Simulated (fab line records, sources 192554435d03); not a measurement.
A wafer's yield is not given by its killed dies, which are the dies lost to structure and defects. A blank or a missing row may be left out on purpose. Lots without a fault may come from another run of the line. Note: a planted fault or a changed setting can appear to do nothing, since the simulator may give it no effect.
Matching of chambers / flow n5-finfet / N5_BEOL_M2_DEP_57 on pecvd-02: 3 sister chambers
The step deposits SiCN from 3MS/NH3, target thk 8 nm, time 14 s. 22 wafers are shown with their chamber, then 11 later ones without.

== EACH WAFER AND ITS CHAMBER ==
wafer=L074.1; chamber=2; showerhead-plenum-p-Torr (Torr)=3.652; throttle-valve-pct (%)=9.4
wafer=L074.2; chamber=1; showerhead-plenum-p-Torr (Torr)=3.669; throttle-valve-pct (%)=9.8
wafer=L074.3; chamber=0; showerhead-plenum-p-Torr (Torr)=3.656; throttle-valve-pct (%)=9.3
wafer=L076.1; chamber=1; showerhead-plenum-p-Torr (Torr)=3.665; throttle-valve-pct (%)=9.8
wafer=L076.2; chamber=0; showerhead-plenum-p-Torr (Torr)=3.657; throttle-valve-pct (%)=9.2
wafer=L076.4; chamber=0; showerhead-plenum-p-Torr (Torr)=3.660; throttle-valve-pct (%)=9.4
wafer=L075.1; chamber=2; showerhead-plenum-p-Torr (Torr)=3.657; throttle-valve-pct (%)=9.5
wafer=L075.2; chamber=1; showerhead-plenum-p-Torr (Torr)=3.677; throttle-valve-pct (%)=9.8
wafer=L075.4; chamber=0; showerhead-plenum-p-Torr (Torr)=3.664; throttle-valve-pct (%)=9.4
wafer=L077.1; chamber=0; showerhead-plenum-p-Torr (Torr)=3.650; throttle-valve-pct (%)=9.3
wafer=L077.5; chamber=0; showerhead-plenum-p-Torr (Torr)=3.651; throttle-valve-pct (%)=9.6
wafer=L077.6; chamber=2; showerhead-plenum-p-Torr (Torr)=3.651; throttle-valve-pct (%)=9.3
wafer=L082.2; chamber=0; showerhead-plenum-p-Torr (Torr)=3.671; throttle-valve-pct (%)=9.6
wafer=L082.5; chamber=2; showerhead-plenum-p-Torr (Torr)=3.652; throttle-valve-pct (%)=9.6
wafer=L082.6; chamber=1; showerhead-plenum-p-Torr (Torr)=3.663; throttle-valve-pct (%)=9.4
wafer=L083.1; chamber=0; showerhead-plenum-p-Torr (Torr)=3.661; throttle-valve-pct (%)=9.5
wafer=L083.3; chamber=1; showerhead-plenum-p-Torr (Torr)=3.677; throttle-valve-pct (%)=9.8
wafer=L083.5; chamber=0; showerhead-plenum-p-Torr (Torr)=3.658; throttle-valve-pct (%)=9.5
wafer=L088.1; chamber=0; showerhead-plenum-p-Torr (Torr)=3.654; throttle-valve-pct (%)=9.2
wafer=L088.3; chamber=1; showerhead-plenum-p-Torr (Torr)=3.671; throttle-valve-pct (%)=9.9
wafer=L088.4; chamber=0; showerhead-plenum-p-Torr (Torr)=3.662; throttle-valve-pct (%)=9.5
wafer=L091.1; chamber=0; showerhead-plenum-p-Torr (Torr)=3.654; throttle-valve-pct (%)=9.5

SIGNATURES (averages over the wafers above)
reading=showerhead-plenum-p-Torr; chamber 0=3.65817; chamber 1=3.67033; chamber 2=3.65300; scatter within a chamber=0.00552
reading=throttle-valve-pct; chamber 0=9.417; chamber 1=9.750; chamber 2=9.450; scatter within a chamber=0.149
Rule: for each reading, subtract the chamber's mean from the wafer's reading, divide by that reading's scatter and square the result; add these up over the readings and take the root, which gives the wafer's distance from the chamber. The wafer belongs to the nearest chamber; if the next one is less than 2 further off, it can't be placed. The scatter: the root of (the sum of the squares of (reading less its chamber's mean) over the shown wafers, divided by (wafers less chambers)).

== WAFERS MISSING THEIR CHAMBER ==
wafer=L091.5; showerhead-plenum-p-Torr (Torr)=3.672; throttle-valve-pct (%)=9.7
wafer=L091.6; showerhead-plenum-p-Torr (Torr)=3.655; throttle-valve-pct (%)=9.3
wafer=L093.1; showerhead-plenum-p-Torr (Torr)=3.656; throttle-valve-pct (%)=8.1
wafer=L093.2; showerhead-plenum-p-Torr (Torr)=3.671; throttle-valve-pct (%)=9.5
wafer=L093.4; showerhead-plenum-p-Torr (Torr)=3.660; throttle-valve-pct (%)=9.8
wafer=L096.2; showerhead-plenum-p-Torr (Torr)=3.661; throttle-valve-pct (%)=9.4
wafer=L096.4; showerhead-plenum-p-Torr (Torr)=3.652; throttle-valve-pct (%)=8.1
wafer=L096.6; showerhead-plenum-p-Torr (Torr)=3.672; throttle-valve-pct (%)=9.9
wafer=L097.3; showerhead-plenum-p-Torr (Torr)=3.662; throttle-valve-pct (%)=8.0
wafer=L097.4; showerhead-plenum-p-Torr (Torr)=3.671; throttle-valve-pct (%)=9.7
wafer=L097.5; showerhead-plenum-p-Torr (Torr)=3.665; throttle-valve-pct (%)=9.7

== WHICH CHAMBER EACH WENT THROUGH ==
wafer=L091.5; from the rows above=1; in truth=1
wafer=L091.6; from the rows above=can't be placed: 0 or 2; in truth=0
wafer=L093.1; from the rows above=can't be placed: 0 or 2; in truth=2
wafer=L093.2; from the rows above=can't be placed: 1 or 0 or 2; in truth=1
wafer=L093.4; from the rows above=can't be placed: 1 or 0 or 2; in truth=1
wafer=L096.2; from the rows above=can't be placed: 0 or 2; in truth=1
wafer=L096.4; from the rows above=can't be placed: 0 or 2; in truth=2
wafer=L096.6; from the rows above=1; in truth=1
wafer=L097.3; from the rows above=can't be placed: 0 or 2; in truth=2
wafer=L097.4; from the rows above=1; in truth=1
wafer=L097.5; from the rows above=can't be placed: 1 or 0 or 2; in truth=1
Correct placement for 3 of the 11. These rows do not allow placing 8 (true chamber among the candidates in 7). Placed wrongly: 0.
